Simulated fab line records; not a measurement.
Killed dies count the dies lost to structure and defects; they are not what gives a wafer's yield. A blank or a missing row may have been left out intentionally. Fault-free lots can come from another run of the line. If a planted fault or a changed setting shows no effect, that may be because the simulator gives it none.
fab line records + flow nandHarc
record:
- lots: 14
- wafers: 42
- lastDay: 24
route steps=1159 shown A_CHANNEL_HOLE_D1@477 A_CHANNEL_FILL_D1@507
lots that met no fault: taken from a fault-free run of the same line
startH: start of the lot's first displayed wafer, in hours after the record's first day + waitH: time in hours since the lot's previous step + " the same as in the row above + L1.1+2: several wafers, shown together as one row + - no value present, or no start provided + * or withheld: withheld + < > ~ a bound
route shown NAME@n: names a module that has steps shown in the file, with the first one's number in the route + usual: the fault-free wafers' mean and standard deviation + same: alike in all rows + chamber/n: place in a boat + sites: the reading at each site + _std_site: how widely they spread, as a standard deviation + _edge_site: the outer-site mean with the inner-site mean subtracted + radiusMm: for every site, how far away it sits from the centre of the wafer + mask NAME#n: copy n + behind: the last tool/chamber to shape the wafer + hold: the reason the lot was held/the length of the hold in hours/how it ended + device: whichever transistor did not switch (one of n, p or np) + end of line: tests of these same wafers at the route's end + for a step that has no rows: nothing shown but its recipe + killed: at the first sort, the dies lost to defects and structure; wafer yield is something else + map: a wafer's dies, x killed, . not, _ none there
set.NAME: the run value of the setting; set.NAME@STEP: its run value at that earlier step + model.NAME: the simulator's own value behind a step, which no gauge read
the route's steps for a sample of lots (tables are steps, rows are wafers)
services: from which hour (startH, from the record's first day; less than 0 if before it) a tool's chamber was out of use, for how many hours, and why
== steps ==
step: NHARC_A_CHANNEL_HOLE_D1_ETCH_25
recipe:
- biasV: 5000
- sourceW: withheld
- pressureMtorr: 20
- timeS: 1040.2
- arFlowSccm: 375
- c4f8FlowSccm: 93.8
- o2FlowSccm: 31.2
- tempC: -20
- targetDepthA: 15000
- chemistry: C4F8/O2/Ar
usual:
- drypumpMotorCurrentA: 5.7/0.45
- escClampCurrentUA: 0.0210/0.00066
- showerheadPlenumPTorr: 3.66/0.074
- throttleValvePct: 32.235/0.0092
same:
- timeS: 1040.2
| lot.wafer | tool       | chamber | startH | waitH | drypumpMotorCurrentA | escClampCurrentUA | rfHoursCounterH | showerheadPlenumPTorr | throttleValvePct |
|-----------|------------|---------|--------|-------|----------------------|-------------------|-----------------|-----------------------|------------------|
| L803.2    | harEtch-02 | 0       | 179.00 | 0.6   | 5.0                  | 0.0202            | 103             | 3.57                  | 32.247           |
| L803.3    | "          | 1       | "      | "     | 6.2                  | 0.0218            | -               | 3.76                  | 32.237           |
| L803.6    | "          | 0       | "      | "     | 5.0                  | 0.0202            | -               | 3.57                  | 32.222           |
| L802.3    | harEtch-01 | 0       | 180.96 | 0.7   | 5.8                  | 0.0205            | -               | 3.73                  | 32.232           |
| L802.4    | "          | 1       | "      | "     | 5.9                  | 0.0215            | -               | 3.66                  | 32.236           |
| L802.5    | "          | 0       | "      | "     | 5.8                  | 0.0204            | -               | 3.73                  | 32.228           |
| L806.2    | harEtch-01 | 1       | 205.60 | 0.6   | 5.9                  | 0.0215            | 195             | 3.66                  | 32.233           |
| L806.1    | "          | 0       | "      | "     | 5.8                  | 0.0205            | 195             | 3.72                  | 32.241           |
| L806.6    | "          | 1       | "      | "     | 5.9                  | 0.0215            | -               | 3.66                  | 32.246           |
| L808.1    | harEtch-02 | 0       | 206.74 | 0.7   | 5.0                  | 0.0202            | 117             | 3.56                  | 32.234           |
| L808.3    | "          | 1       | "      | "     | 6.2                  | 0.0217            | -               | 3.75                  | 32.238           |
| L808.6    | "          | 1       | "      | "     | 6.2                  | 0.0217            | -               | 3.75                  | 32.243           |
| L807.2    | harEtch-01 | 0       | 209.77 | 0.6   | 5.8                  | 0.0204            | 199             | 3.72                  | 32.240           |
| L807.1    | "          | 1       | "      | "     | 5.9                  | 0.0215            | 199             | 3.66                  | 32.224           |
| L807.5    | "          | 1       | "      | "     | 5.9                  | 0.0216            | -               | 3.66                  | 32.240           |
| L812.2    | harEtch-01 | 0       | 239.24 | 0.6   | 5.8                  | 0.0205            | 211             | 3.72                  | 32.232           |
| L812.1    | "          | 1       | "      | "     | 5.9                  | 0.0215            | 211             | 3.65                  | 32.236           |
| L812.5    | "          | 0       | "      | "     | 5.8                  | 0.0204            | -               | 3.72                  | 32.249           |
| L815.2    | harEtch-02 | 0       | 247.84 | 0.6   | 5.0                  | 0.0202            | 140             | 3.55                  | 32.244           |
| L815.1    | "          | 1       | "      | "     | 6.2                  | 0.0218            | 140             | 3.74                  | 32.251           |
| L815.4    | "          | 1       | "      | "     | 6.2                  | 0.0218            | -               | 3.74                  | 32.252           |
| L818.1    | harEtch-01 | 0       | 269.82 | 0.6   | 5.8                  | 0.0204            | 226             | 3.71                  | 32.236           |
| L818.3    | "          | 1       | "      | "     | 5.9                  | 0.0215            | -               | 3.64                  | 32.236           |
| L818.5    | "          | 0       | "      | "     | 5.8                  | 0.0204            | -               | 3.71                  | 32.251           |
| L817.2    | harEtch-02 | 1       | 270.16 | 0.6   | 6.2                  | 0.0218            | 148             | 3.73                  | 32.249           |
| L817.4    | "          | 1       | "      | "     | 6.2                  | 0.0219            | -               | 3.73                  | 32.240           |
| L817.6    | "          | 1       | "      | "     | 6.2                  | 0.0218            | -               | 3.73                  | 32.238           |
| L819.1    | harEtch-01 | 1       | 278.98 | 0.6   | 5.9                  | 0.0215            | 230             | 3.64                  | 32.230           |
| L819.2    | "          | 0       | "      | "     | 5.8                  | 0.0204            | 230             | 3.71                  | 32.245           |
| L819.5    | "          | 0       | "      | "     | 5.8                  | 0.0204            | -               | 3.71                  | 32.234           |
| L820.2    | harEtch-02 | 1       | 288.48 | 0.6   | 6.2                  | 0.0219            | 157             | 3.73                  | 32.211           |
| L820.3    | "          | 1       | "      | "     | 6.2                  | 0.0218            | -               | 3.73                  | 32.248           |
| L820.6    | "          | 1       | "      | "     | 6.2                  | 0.0219            | -               | 3.73                  | 32.235           |
| L822.1    | harEtch-01 | 1       | 296.66 | 0.6   | 5.9                  | 0.0215            | 235             | 3.64                  | 32.243           |
| L822.3    | "          | 0       | "      | "     | 5.8                  | 0.0204            | -               | 3.70                  | 32.228           |
| L822.6    | "          | 1       | "      | "     | 5.9                  | 0.0215            | -               | 3.64                  | 32.222           |
| L824.2    | harEtch-02 | 0       | 308.68 | 0.6   | 5.0                  | 0.0203            | 164             | 3.53                  | 32.232           |
| L824.4    | "          | 1       | "      | "     | 6.1                  | 0.0218            | -               | 3.72                  | 32.227           |
| L824.5    | "          | 1       | "      | "     | 6.2                  | 0.0218            | -               | 3.72                  | 32.235           |
| L825.3    | harEtch-01 | 1       | 325.21 | 0.7   | 5.9                  | 0.0215            | -               | 3.63                  | 32.246           |
| L825.4    | "          | 0       | "      | "     | 5.8                  | 0.0205            | -               | 3.70                  | 32.227           |
| L825.5    | "          | 1       | "      | "     | 5.9                  | 0.0214            | -               | 3.63                  | 32.217           |
step: NHARC_A_CHANNEL_FILL_D1_ALD_25
recipe:
- targetThkA: 600
- pulseTimeS: 10
- aldCycles: 600
- tempC: 300
- material: SiOx
usual:
- heaterPowerW: 455/40
- precursorPulseHeightRel: 0.999/0.02
| lot.wafer | tool     | chamber | startH | waitH | heaterPowerW | precursorPulseHeightRel |
|-----------|----------|---------|--------|-------|--------------|-------------------------|
| L802.4    | aldHk-04 | 0       | 221.53 | 0.1   | 438          | 1.036                   |
| L802.3    | "        | 1       | "      | "     | 422          | 0.973                   |
| L802.5    | "        | 0       | 224.00 | 2.5   | 425          | 0.989                   |
| L803.2    | aldHk-01 | 3       | 222.25 | 0.8   | 486          | 0.995                   |
| L803.3    | "        | 0       | "      | "     | 430          | 0.997                   |
| L803.6    | "        | 2       | 224.10 | 2.6   | 524          | 1.013                   |
| L808.1    | aldHk-04 | 1       | 245.17 | 0.7   | 423          | 0.972                   |
| L808.3    | "        | 2       | "      | "     | 385          | 0.979                   |
| L808.6    | "        | 1       | 247.58 | 3.1   | 413          | 1.024                   |
| L806.1    | aldHk-01 | 3       | 245.80 | 1.3   | 496          | 0.993                   |
| L806.2    | "        | 1       | 248.27 | 3.8   | 445          | 0.990                   |
| L806.6    | "        | 3       | 250.74 | 6.2   | 485          | 0.954                   |
| L807.2    | aldHk-02 | 1       | 249.21 | 0.7   | 516          | 1.058                   |
| L807.1    | "        | 3       | 250.44 | 1.9   | 454          | 1.023                   |
| L807.5    | "        | 0       | "      | "     | 507          | 1.006                   |
| L812.1    | aldHk-04 | 1       | 280.88 | 1.0   | 421          | 1.005                   |
| L812.2    | "        | 3       | 282.12 | 2.3   | 412          | 0.974                   |
| L812.5    | "        | 0       | "      | "     | 416          | 0.991                   |
| L815.1    | aldHk-04 | 0       | 287.90 | 0.1   | 434          | 1.027                   |
| L815.2    | "        | 2       | 289.15 | 1.3   | 397          | 0.987                   |
| L815.4    | "        | 3       | "      | "     | 421          | 1.008                   |
| L818.1    | aldHk-02 | 0       | 308.33 | 0.1   | 521          | 0.971                   |
| L818.3    | "        | 3       | 310.17 | 1.9   | 446          | 0.994                   |
| L818.5    | "        | 1       | 311.40 | 3.1   | 497          | 0.969                   |
| L817.4    | aldHk-01 | 1       | 308.95 | 0.7   | 453          | 1.011                   |
| L817.2    | "        | 3       | 310.19 | 1.9   | 504          | 1.005                   |
| L817.6    | "        | 0       | "      | "     | 443          | 1.004                   |
| L819.2    | aldHk-02 | 0       | 320.59 | 0.1   | 512          | 1.012                   |
| L819.1    | "        | 2       | 321.83 | 1.3   | 461          | 1.010                   |
| L819.5    | "        | 1       | 323.69 | 3.1   | 504          | 0.992                   |
| L820.2    | aldHk-02 | 3       | 327.72 | 0.1   | 461          | 1.006                   |
| L820.3    | "        | 0       | "      | "     | 516          | 1.019                   |
| L820.6    | "        | 3       | 330.16 | 2.5   | 465          | 1.023                   |
| L822.3    | aldHk-04 | 3       | 335.47 | 0.1   | 422          | 1.003                   |
| L822.1    | "        | 2       | 337.32 | 1.9   | 381          | 1.005                   |
| L822.6    | "        | 3       | "      | "     | 420          | 1.003                   |
| L824.2    | aldHk-04 | 2       | 349.00 | 1.3   | 395          | 1.001                   |
| L824.4    | "        | 3       | "      | "     | 420          | 1.011                   |
| L824.5    | "        | 1       | 350.81 | 3.1   | 430          | 0.978                   |
| L825.4    | aldHk-04 | 1       | 363.83 | 0.1   | 413          | 1.022                   |
| L825.3    | "        | 0       | 365.71 | 1.9   | 419          | 1.006                   |
| L825.5    | "        | 2       | 366.96 | 3.2   | 385          | 1.009                   |
step: NHARC_A_CHANNEL_FILL_D1_ETCHBACK_08
recipe:
- targetDepthA: 2200
- timeS: 110
- c4f8FlowSccm: 20
- arFlowSccm: withheld
- rfW: 600
- biasW: 300
- chemistry: C4F8
usual:
- chamberPressureMTorr: 24.997/0.026
- oesProductAu: 0.96/0.035
- rfVppV: 442.4/2.1
- timeS: 110/0
| lot.wafer | tool       | chamber | startH | waitH | chamberPressureMTorr | oesProductAu | rfHoursCounterH | rfVppV | timeS |
|-----------|------------|---------|--------|-------|----------------------|--------------|-----------------|--------|-------|
| L802.3    | rieDiel-01 | 0       | 227.13 | -     | 25.004               | 0.93         | 3               | 443.2  | 110   |
| L802.4    | "          | 1       | "      | "     | 24.975               | 0.99         | 2               | 442.1  | 110   |
| L802.5    | "          | 3       | "      | "     | 25.017               | 0.93         | -               | 445.6  | 110   |
| L803.3    | rieDiel-05 | 0       | 227.21 | -     | 25.013               | 0.92         | 1               | 440.6  | 110   |
| L803.2    | "          | 1       | "      | "     | 25.009               | 0.94         | 1               | 440.9  | 110   |
| L803.6    | "          | 0       | "      | "     | 25.056               | 0.91         | -               | 438.9  | 110   |
| L808.3    | rieDiel-05 | 2       | 250.04 | -     | -                    | -            | -               | -      | -     |
| L808.1    | "          | 1       | "      | "     | -                    | -            | -               | -      | -     |
| L808.6    | "          | 3       | "      | "     | -                    | -            | -               | -      | -     |
| L806.2    | rieDiel-05 | 1       | 253.83 | -     | -                    | -            | -               | -      | -     |
| L806.1    | "          | 3       | "      | "     | -                    | -            | -               | -      | -     |
| L806.6    | "          | 1       | "      | "     | -                    | -            | -               | -      | -     |
| L807.2    | rieDiel-01 | 1       | 254.15 | -     | 25.009               | 0.98         | 3               | 441.5  | 110   |
| L807.1    | "          | 3       | "      | "     | 25.006               | 1.00         | 5               | 444.1  | 110   |
| L807.5    | "          | 1       | "      | "     | 24.990               | 1.00         | -               | 442.6  | 110   |
| L812.1    | rieDiel-05 | 2       | 285.86 | -     | 24.997               | 0.94         | 2               | 438.7  | 110   |
| L812.2    | "          | 3       | "      | "     | 25.023               | 0.92         | 2               | 444.9  | 110   |
| L812.5    | "          | 1       | "      | "     | 24.970               | 0.94         | -               | 441.6  | 110   |
| L815.4    | rieDiel-05 | 0       | 293.49 | -     | 25.058               | 0.94         | 3               | 441.0  | 110   |
| L815.2    | "          | 1       | "      | "     | 24.980               | 0.94         | 3               | 443.8  | 110   |
| L815.1    | "          | 2       | "      | "     | 24.965               | 0.94         | 2               | 439.7  | 110   |
| L818.1    | rieDiel-01 | 1       | 313.87 | -     | 25.015               | 0.92         | 5               | 441.6  | 110   |
| L818.3    | "          | 2       | "      | "     | 24.978               | 0.94         | 6               | 443.1  | 110   |
| L818.5    | "          | 1       | "      | "     | 25.019               | 0.92         | -               | 444.5  | 110   |
| L817.4    | rieDiel-05 | 3       | 313.88 | -     | 25.001               | 0.93         | 3               | 446.1  | 110   |
| L817.2    | "          | 1       | "      | "     | 24.975               | 0.92         | 3               | 441.9  | 110   |
| L817.6    | "          | 0       | "      | "     | 25.016               | 0.92         | -               | 440.6  | 110   |
| L819.1    | rieDiel-05 | 0       | 326.17 | -     | 25.005               | 1.00         | 4               | 440.5  | 110   |
| L819.2    | "          | 2       | "      | "     | 24.978               | 1.01         | 3               | 440.0  | 110   |
| L819.5    | "          | 0       | "      | "     | 25.027               | 0.99         | -               | 440.6  | 110   |
| L820.2    | rieDiel-05 | 1       | 333.23 | -     | 24.997               | 0.94         | 4               | 441.0  | 110   |
| L820.3    | "          | 0       | "      | "     | 24.957               | 0.92         | 4               | 440.8  | 110   |
| L820.6    | "          | 2       | "      | "     | 25.021               | 0.94         | -               | 439.6  | 110   |
| L822.3    | rieDiel-06 | 1       | 341.05 | -     | 24.986               | 1.00         | 21              | 438.9  | 110   |
| L822.1    | "          | 2       | "      | "     | 24.984               | 1.00         | 18              | 438.5  | 110   |
| L822.6    | "          | 0       | "      | "     | 24.959               | 1.00         | -               | 438.7  | 110   |
| L824.2    | rieDiel-05 | 3       | 353.28 | -     | 25.032               | 1.01         | 0               | 445.1  | 110   |
| L824.4    | "          | 1       | "      | "     | 24.982               | 1.03         | 0               | 443.4  | 110   |
| L824.5    | "          | 2       | "      | "     | 25.037               | 1.00         | -               | 439.7  | 110   |
| L825.4    | rieDiel-01 | 0       | 369.49 | -     | 24.988               | 0.93         | 2               | 443.1  | 110   |
| L825.3    | "          | 1       | "      | "     | 24.972               | 0.93         | 1               | 443.0  | 110   |
| L825.5    | "          | 2       | "      | "     | 25.003               | 0.92         | -               | 441.3  | 110   |
step: NHARC_A_CHANNEL_FILL_D1_INSPECT_13
usual:
- rawDefectCount: 303/100
| lot.wafer | tool             | chamber | startH | waitH | rawDefectCount |
|-----------|------------------|---------|--------|-------|----------------|
| L802.3    | defectInspect-02 | -       | 233.41 | 0.1   | 265            |
| L802.4    | "                | -       | "      | "     | 222            |
| L802.5    | "                | -       | "      | "     | 331            |
| L803.2    | defectInspect-01 | -       | 233.41 | 0.1   | 294            |
| L803.3    | "                | -       | "      | "     | 367            |
| L803.6    | "                | -       | "      | "     | 437            |
| L808.1    | defectInspect-02 | -       | 256.57 | 0.2   | 372            |
| L808.3    | "                | -       | "      | "     | 200            |
| L808.6    | "                | -       | "      | "     | 142            |
| L807.1    | defectInspect-02 | -       | 260.26 | 0.2   | 202            |
| L807.2    | "                | -       | "      | "     | 295            |
| L807.5    | "                | -       | "      | "     | 152            |
| L806.1    | defectInspect-02 | -       | 260.43 | 0.2   | 333            |
| L806.2    | "                | -       | "      | "     | 308            |
| L806.6    | "                | -       | "      | "     | 201            |
| L812.1    | defectInspect-02 | -       | 292.18 | 0.2   | 345            |
| L812.2    | "                | -       | "      | "     | 431            |
| L812.5    | "                | -       | "      | "     | 313            |
| L815.1    | defectInspect-02 | -       | 299.92 | 0.2   | 309            |
| L815.2    | "                | -       | "      | "     | 232            |
| L815.4    | "                | -       | "      | "     | 233            |
| L817.2    | defectInspect-01 | -       | 320.18 | 0.1   | 386            |
| L817.4    | "                | -       | "      | "     | 501            |
| L817.6    | "                | -       | "      | "     | 358            |
| L818.1    | defectInspect-02 | -       | 320.23 | 0.2   | 464            |
| L818.3    | "                | -       | "      | "     | 315            |
| L818.5    | "                | -       | "      | "     | 326            |
| L819.1    | defectInspect-02 | -       | 332.52 | 0.2   | 318            |
| L819.2    | "                | -       | "      | "     | 340            |
| L819.5    | "                | -       | "      | "     | 252            |
| L820.2    | defectInspect-02 | -       | 339.76 | 0.1   | 327            |
| L820.3    | "                | -       | "      | "     | 168            |
| L820.6    | "                | -       | "      | "     | 182            |
| L822.1    | defectInspect-02 | -       | 347.72 | 0.2   | 380            |
| L822.3    | "                | -       | "      | "     | 177            |
| L822.6    | "                | -       | "      | "     | 190            |
| L824.2    | defectInspect-02 | -       | 359.89 | 0.2   | 630            |
| L824.4    | "                | -       | "      | "     | 356            |
| L824.5    | "                | -       | "      | "     | 235            |
| L825.3    | defectInspect-01 | -       | 375.83 | 0.1   | 405            |
| L825.4    | "                | -       | "      | "     | 334            |
| L825.5    | "                | -       | "      | "     | 149            |
== services ==
| tool       | chamber | startH | hours | kind      |
|------------|---------|--------|-------|-----------|
| rieDiel-05 | -       | 163.61 | 9.0   | pm        |
| rieDiel-05 | 0       | 163.61 | 9.0   | ventCycle |
| rieDiel-05 | 1       | 163.61 | 9.0   | ventCycle |
| rieDiel-05 | 2       | 163.61 | 9.3   | ventCycle |
| aldHk-01   | -       | 177.20 | 0.3   | repair    |
| rieDiel-06 | 2       | 192.73 | 4.4   | repair    |
| rieDiel-06 | 0       | 201.17 | 12.3  | repair    |
| rieDiel-01 | 1       | 204.52 | 11.1  | repair    |
| rieDiel-06 | -       | 213.30 | 0.8   | repair    |
| rieDiel-06 | 2       | 235.22 | 12.8  | repair    |
| rieDiel-06 | -       | 241.25 | 9.0   | pm        |
| rieDiel-05 | 0       | 245.91 | 4.6   | repair    |
| aldHk-02   | -       | 282.49 | 10.0  | pm        |
| rieDiel-01 | 2       | 301.05 | 5.0   | repair    |
| rieDiel-01 | 1       | 303.48 | 5.4   | repair    |
| harEtch-01 | -       | 305.00 | 17.0  | pm        |
| rieDiel-05 | -       | 310.80 | 0.6   | repair    |
| rieDiel-01 | -       | 314.80 | 9.0   | pm        |
| rieDiel-06 | 3       | 322.83 | 3.5   | repair    |
| rieDiel-06 | 2       | 330.44 | 4.1   | repair    |
| rieDiel-01 | 1       | 336.41 | 6.9   | repair    |
| rieDiel-05 | -       | 340.61 | 9.0   | pm        |
| rieDiel-06 | 2       | 363.74 | 8.6   | repair    |
| harEtch-01 | -       | 365.00 | 1.9   | repair    |
== key ==
firstSign:
- step: NHARC_A_CHANNEL_FILL_D1_ETCHBACK_08
- reading: toolRecord
- direction: missing
effect none on later readings
metAt NHARC_A_CHANNEL_FILL_D1_ETCHBACK_08
struckLots L806,L808
laterRowsLeftOut L806.1,L806.2,L806.6,L808.1,L808.3,L808.6
sortLeftOut L806.1,L806.2,L806.6,L808.1,L808.3,L808.6
testerLeftOut L806,L808
notActingAt NHARC_A_CHANNEL_HOLE_D1_ETCH_25,NHARC_A_CHANNEL_FILL_D1_ALD_25,NHARC_A_CHANNEL_FILL_D1_INSPECT_13
onsetBetween 227.21 250.04
fault:
- kind: skippedStepWhole
- tool: rieDiel-05
- chamber: -
- onsetH: 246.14
- steps: NHARC_A_CHANNEL_FILL_D1_ETCHBACK_08
- scope: struckLotsOnly
testerLeftOut: of these lots the tester's yield and bins aren't shown, on N5 and GAA mostly nor the transistor test; their killed dies are dies lost to structure and defects alone, not to doping, threshold or leakage, so they don't give the yield
sortLeftOut: the simulated sort isn't trusted on such a fault, so these wafers' sort isn't shown, and their yield isn't known
laterRowsLeftOut: the simulator's readings of these wafers behind a module that went badly wrong aren't trusted and aren't shown, but for the sort
